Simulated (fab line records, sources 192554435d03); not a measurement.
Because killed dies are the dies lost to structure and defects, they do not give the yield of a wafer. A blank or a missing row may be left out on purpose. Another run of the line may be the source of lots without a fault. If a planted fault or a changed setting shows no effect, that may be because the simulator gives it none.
Split-lot study / flow n5Finfet / route with 1938 steps; 7 lots, 21 wafers read

SPLIT DETAILS
At N5_HKMG_FIN_COAT_43 (resist thk 90 nm), the setting spinRpm was moved away from the recipe's 1500 rpm on 8 of the 21 wafers read, by -9.2% to -2.9%. For the rest of the wafers, this setting stayed at what the recipe calls for.

The split's own step is where the reading is taken.

THE READING
CAR-ArF_of_HKMG_FIN_COAT_43.thkNm (the simulator's own value, which no gauge read), in nm, at N5_HKMG_FIN_COAT_43 (resist thk 90 nm). The file gives no usual value for it. Across the 13 wafers here that went through the recipe, the average is 90.1 nm and the standard deviation 0.27 nm.

wafer=L076.3; tool, chamber at the split=lithoTrack-01, 0; spinRpm as run, rpm=1500; against the recipe=recipe; CAR-ArF_of_HKMG_FIN_COAT_43.thkNm, nm=89.6; against lot-mates on the recipe=-
wafer=L076.4; tool, chamber at the split=lithoTrack-01, 0; spinRpm as run, rpm=1500; against the recipe=recipe; CAR-ArF_of_HKMG_FIN_COAT_43.thkNm, nm=89.8; against lot-mates on the recipe=-
wafer=L076.6; tool, chamber at the split=lithoTrack-01, 0; spinRpm as run, rpm=1362; against the recipe=-9.2%; CAR-ArF_of_HKMG_FIN_COAT_43.thkNm, nm=94.4; against lot-mates on the recipe=+4.7
wafer=L080.1; tool, chamber at the split=lithoTrack-01, 0; spinRpm as run, rpm=1381; against the recipe=-7.9%; CAR-ArF_of_HKMG_FIN_COAT_43.thkNm, nm=93.6; against lot-mates on the recipe=+3.8
wafer=L080.3; tool, chamber at the split=lithoTrack-01, 0; spinRpm as run, rpm=1500; against the recipe=recipe; CAR-ArF_of_HKMG_FIN_COAT_43.thkNm, nm=89.8; against lot-mates on the recipe=-
wafer=L080.5; tool, chamber at the split=lithoTrack-01, 0; spinRpm as run, rpm=1381; against the recipe=-7.9%; CAR-ArF_of_HKMG_FIN_COAT_43.thkNm, nm=93.4; against lot-mates on the recipe=+3.6
wafer=L081.1; tool, chamber at the split=lithoTrack-04, 0; spinRpm as run, rpm=1500; against the recipe=recipe; CAR-ArF_of_HKMG_FIN_COAT_43.thkNm, nm=90.6; against lot-mates on the recipe=-
wafer=L081.2; tool, chamber at the split=lithoTrack-04, 0; spinRpm as run, rpm=1500; against the recipe=recipe; CAR-ArF_of_HKMG_FIN_COAT_43.thkNm, nm=90.4; against lot-mates on the recipe=-
wafer=L081.4; tool, chamber at the split=lithoTrack-04, 0; spinRpm as run, rpm=1500; against the recipe=recipe; CAR-ArF_of_HKMG_FIN_COAT_43.thkNm, nm=90.4; against lot-mates on the recipe=-
wafer=L084.2; tool, chamber at the split=lithoTrack-05, 0; spinRpm as run, rpm=1400; against the recipe=-6.7%; CAR-ArF_of_HKMG_FIN_COAT_43.thkNm, nm=93.2; against lot-mates on the recipe=+3.0
wafer=L084.3; tool, chamber at the split=lithoTrack-05, 0; spinRpm as run, rpm=1500; against the recipe=recipe; CAR-ArF_of_HKMG_FIN_COAT_43.thkNm, nm=90.2; against lot-mates on the recipe=-
wafer=L084.4; tool, chamber at the split=lithoTrack-05, 0; spinRpm as run, rpm=1500; against the recipe=recipe; CAR-ArF_of_HKMG_FIN_COAT_43.thkNm, nm=90.2; against lot-mates on the recipe=-
wafer=L085.1; tool, chamber at the split=lithoTrack-05, 0; spinRpm as run, rpm=1456; against the recipe=-2.9%; CAR-ArF_of_HKMG_FIN_COAT_43.thkNm, nm=91.6; against lot-mates on the recipe=+1.5
wafer=L085.2; tool, chamber at the split=lithoTrack-05, 0; spinRpm as run, rpm=1500; against the recipe=recipe; CAR-ArF_of_HKMG_FIN_COAT_43.thkNm, nm=90.2; against lot-mates on the recipe=-
wafer=L085.4; tool, chamber at the split=lithoTrack-05, 0; spinRpm as run, rpm=1500; against the recipe=recipe; CAR-ArF_of_HKMG_FIN_COAT_43.thkNm, nm=90; against lot-mates on the recipe=-
wafer=L093.2; tool, chamber at the split=lithoTrack-01, 0; spinRpm as run, rpm=1390; against the recipe=-7.3%; CAR-ArF_of_HKMG_FIN_COAT_43.thkNm, nm=93.2; against lot-mates on the recipe=no lot-mate on the recipe
wafer=L093.5; tool, chamber at the split=lithoTrack-01, 0; spinRpm as run, rpm=1390; against the recipe=-7.3%; CAR-ArF_of_HKMG_FIN_COAT_43.thkNm, nm=93.2; against lot-mates on the recipe=no lot-mate on the recipe
wafer=L093.3; tool, chamber at the split=lithoTrack-01, 0; spinRpm as run, rpm=1390; against the recipe=-7.3%; CAR-ArF_of_HKMG_FIN_COAT_43.thkNm, nm=93.6; against lot-mates on the recipe=no lot-mate on the recipe
wafer=L095.1; tool, chamber at the split=lithoTrack-01, 0; spinRpm as run, rpm=1500; against the recipe=recipe; CAR-ArF_of_HKMG_FIN_COAT_43.thkNm, nm=90.2; against lot-mates on the recipe=-
wafer=L095.5; tool, chamber at the split=lithoTrack-01, 0; spinRpm as run, rpm=1500; against the recipe=recipe; CAR-ArF_of_HKMG_FIN_COAT_43.thkNm, nm=90.2; against lot-mates on the recipe=-
wafer=L095.2; tool, chamber at the split=lithoTrack-01, 0; spinRpm as run, rpm=1500; against the recipe=recipe; CAR-ArF_of_HKMG_FIN_COAT_43.thkNm, nm=90; against lot-mates on the recipe=-

THE FIT
A straight line over all 21 wafers: CAR-ArF_of_HKMG_FIN_COAT_43.thkNm changes by -0.443 nm for each +1% of spinRpm; r = -0.99; the points scatter about the line by 0.25 nm.
The same after taking each lot's own level away (the mean of its wafers on the recipe; 18 wafers): -0.48 nm for each +1%; r = -1.00; scatter 0.13 nm.
That fit puts the effect of the largest move of spinRpm on the reading at 4.4 nm.
From 89.70 to 90.47 nm: that is the span of the lots' own levels, equal to 2.9 times the standard deviation above.
The two slopes agree, so the slope changes little with the lot-to-lot level.
Check: with one of the wafers moved furthest among these (-9.2%) left out of the fit, the line predicts +4.27 nm for it against its lot-mates. Against them it came out at +4.7 nm.

OTHER SPLITS APPLIED TO THESE WAFERS
Other splits were also applied to these wafers ahead of the reading. Each is held against what the fit with the lots' levels taken away leaves over:
other split on the same wafers=N5_PMOS_HMC_CHANNEL_EPI_COAT_31 spinRpm; wafers away from the commonest value=3; r with CAR-ArF_of_HKMG_FIN_COAT_43.thkNm (lot level and that fit taken away)=+0.19
other split on the same wafers=N5_PMOS_HMC_CHANNEL_EPI_PEB_07 pebTimeS; wafers away from the commonest value=9; r with CAR-ArF_of_HKMG_FIN_COAT_43.thkNm (lot level and that fit taken away)=-0.23
other split on the same wafers=N5_FIN_CUT_COAT_02 spinRpm; wafers away from the commonest value=5; r with CAR-ArF_of_HKMG_FIN_COAT_43.thkNm (lot level and that fit taken away)=+0.10
other split on the same wafers=N5_DUMMY_GATE_CVD_03 tempC; wafers away from the commonest value=15; r with CAR-ArF_of_HKMG_FIN_COAT_43.thkNm (lot level and that fit taken away)=+0.09
other split on the same wafers=N5_DUMMY_GATE_COAT_09 spinRpm; wafers away from the commonest value=5; r with CAR-ArF_of_HKMG_FIN_COAT_43.thkNm (lot level and that fit taken away)=-0.52
other split on the same wafers=N5_SD_EPI_N_COAT_33 spinRpm; wafers away from the commonest value=7; r with CAR-ArF_of_HKMG_FIN_COAT_43.thkNm (lot level and that fit taken away)=+0.12
other split on the same wafers=N5_SD_EPI_P_COAT_34 spinRpm; wafers away from the commonest value=6; r with CAR-ArF_of_HKMG_FIN_COAT_43.thkNm (lot level and that fit taken away)=+0.08
other split on the same wafers=N5_SD_EPI_P_ETCH_36 biasW; wafers away from the commonest value=2; r with CAR-ArF_of_HKMG_FIN_COAT_43.thkNm (lot level and that fit taken away)=+0.20

THE FILE'S OWN FIT
CAR-ArF_of_HKMG_FIN_COAT_43.thkNm changes by -0.483 nm for each +1% of spinRpm, r = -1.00.
